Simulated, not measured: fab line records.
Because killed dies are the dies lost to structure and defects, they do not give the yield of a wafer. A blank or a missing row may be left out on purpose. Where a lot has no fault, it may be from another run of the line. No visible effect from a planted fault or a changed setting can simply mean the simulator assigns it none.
The tool behind it: which one? / flow n5Finfet / 24 wafers from 8 lots sampled at 4 of the route's 1938 steps

## WHAT EACH GAUGE READ, for each wafer
N5_BEOL_M10_OCD_MEAS_38.
lot=L570; measured=day 10 03:14; on=ocd-02; trenchDepthNm (nm)=149.3 146.5 149.7
lot=L579; measured=day 12 00:05; on=ocd-01; trenchDepthNm (nm)=148.1 148.3 147.0
lot=L583; measured=day 13 09:16; on=ocd-01; trenchDepthNm (nm)=145.2 148.3 149.9
lot=L589; measured=day 14 09:32; on=ocd-02; trenchDepthNm (nm)=149.1 150.0 148.6
lot=L587; measured=day 14 18:52; on=ocd-01; trenchDepthNm (nm)=134.6 132.9 132.9
lot=L590; measured=day 14 23:05; on=ocd-01; trenchDepthNm (nm)=150.4 150.8 149.5
lot=L588; measured=day 14 23:10; on=ocd-02; trenchDepthNm (nm)=133.5 134.4 133.4
lot=L593; measured=day 16 10:32; on=ocd-01; trenchDepthNm (nm)=152.6 150.2 151.7

## WHICH TOOL RAN EACH LOT (tool, then ch and the chambers of the sampled wafers, then the start)
lot=L570; N5_BEOL_M10_DESCUM_33=rieDiel-01 ch 0,2, day 10 02:44; N5_BEOL_M10_ETCH_65=rieDiel-01 ch 0,2, day 10 02:47; N5_BEOL_M10_TRENCH_ETCH_37=rieDiel-01 ch 0,2, day 10 03:03
lot=L579; N5_BEOL_M10_DESCUM_33=rieDiel-06 ch 0,1,3, day 11 23:35; N5_BEOL_M10_ETCH_65=rieDiel-06 ch 0,1,3, day 11 23:38; N5_BEOL_M10_TRENCH_ETCH_37=rieDiel-06 ch 0,1,3, day 11 23:55
lot=L583; N5_BEOL_M10_DESCUM_33=rieDiel-06 ch 0,2,3, day 13 08:47; N5_BEOL_M10_ETCH_65=rieDiel-06 ch 0,2,3, day 13 08:49; N5_BEOL_M10_TRENCH_ETCH_37=rieDiel-06 ch 0,2,3, day 13 09:05
lot=L589; N5_BEOL_M10_DESCUM_33=rieDiel-05 ch 0,1,3, day 14 09:02; N5_BEOL_M10_ETCH_65=rieDiel-05 ch 0,1,3, day 14 09:05; N5_BEOL_M10_TRENCH_ETCH_37=rieDiel-05 ch 0,1,3, day 14 09:22
lot=L587; N5_BEOL_M10_DESCUM_33=rieDiel-06 ch 0,1, day 14 18:22; N5_BEOL_M10_ETCH_65=rieDiel-06 ch 0,1, day 14 18:24; N5_BEOL_M10_TRENCH_ETCH_37=rieDiel-06 ch 0,1, day 14 18:41
lot=L590; N5_BEOL_M10_DESCUM_33=rieDiel-05 ch 0,1, day 14 22:35; N5_BEOL_M10_ETCH_65=rieDiel-05 ch 0,1, day 14 22:37; N5_BEOL_M10_TRENCH_ETCH_37=rieDiel-05 ch 0,1, day 14 22:54
lot=L588; N5_BEOL_M10_DESCUM_33=rieDiel-06 ch 2,3, day 14 22:41; N5_BEOL_M10_ETCH_65=rieDiel-06 ch 2,3, day 14 22:43; N5_BEOL_M10_TRENCH_ETCH_37=rieDiel-06 ch 2,3, day 14 22:59
lot=L593; N5_BEOL_M10_DESCUM_33=rieDiel-05 ch 1,2, day 16 10:02; N5_BEOL_M10_ETCH_65=rieDiel-05 ch 1,2, day 16 10:04; N5_BEOL_M10_TRENCH_ETCH_37=rieDiel-05 ch 1,2, day 16 10:21
- N5_BEOL_M10_DESCUM_33: chemistry O2, time 7.9 s.
- N5_BEOL_M10_ETCH_65: etches SiARC in CF4, target depth 39 nm, time 65 s.
- N5_BEOL_M10_TRENCH_ETCH_37: etches SiCOH lowk in C4F6/O2, target depth 148.83 nm, time 48 s.

## THE ANSWER, worked out from the rows above alone
Rule: the lots themselves supply what counts as usual. The widest of any qualifying gaps counts: lots, ordered by their means at a reading, are off when they make up no more than a third of the lots, leave a main group of 4 or more, and stand apart from it by 3 or more times the standard deviation of that group's means. A main group is skipped when, at the precision printed for the reading in the tables above, its means are all equal. A lot without any number at a reading at which 4 lots or more have one is off too. All remaining lots with rows at the step are treated as sound.
Off: L587, L588 (N5_BEOL_M10_OCD_MEAS_38, trenchDepthNm). Main group: mean 149.2 nm, sd 1.3.
A tool fits if, at a process step before that reading, it ran every lot that is off, and no sound lot after the first of them. The gauges at N5_BEOL_M10_OCD_MEAS_38 are tried like those tools. One fits: rieDiel-06 at N5_BEOL_M10_DESCUM_33 and N5_BEOL_M10_ETCH_65 and N5_BEOL_M10_TRENCH_ETCH_37. At N5_BEOL_M10_DESCUM_33 its last sound lot is L583 (day 13 08:47), its first lot that is off L587 (day 14 18:22): a fault that began between those two fits.

## WHAT THE SIMULATOR HAD PUT IN
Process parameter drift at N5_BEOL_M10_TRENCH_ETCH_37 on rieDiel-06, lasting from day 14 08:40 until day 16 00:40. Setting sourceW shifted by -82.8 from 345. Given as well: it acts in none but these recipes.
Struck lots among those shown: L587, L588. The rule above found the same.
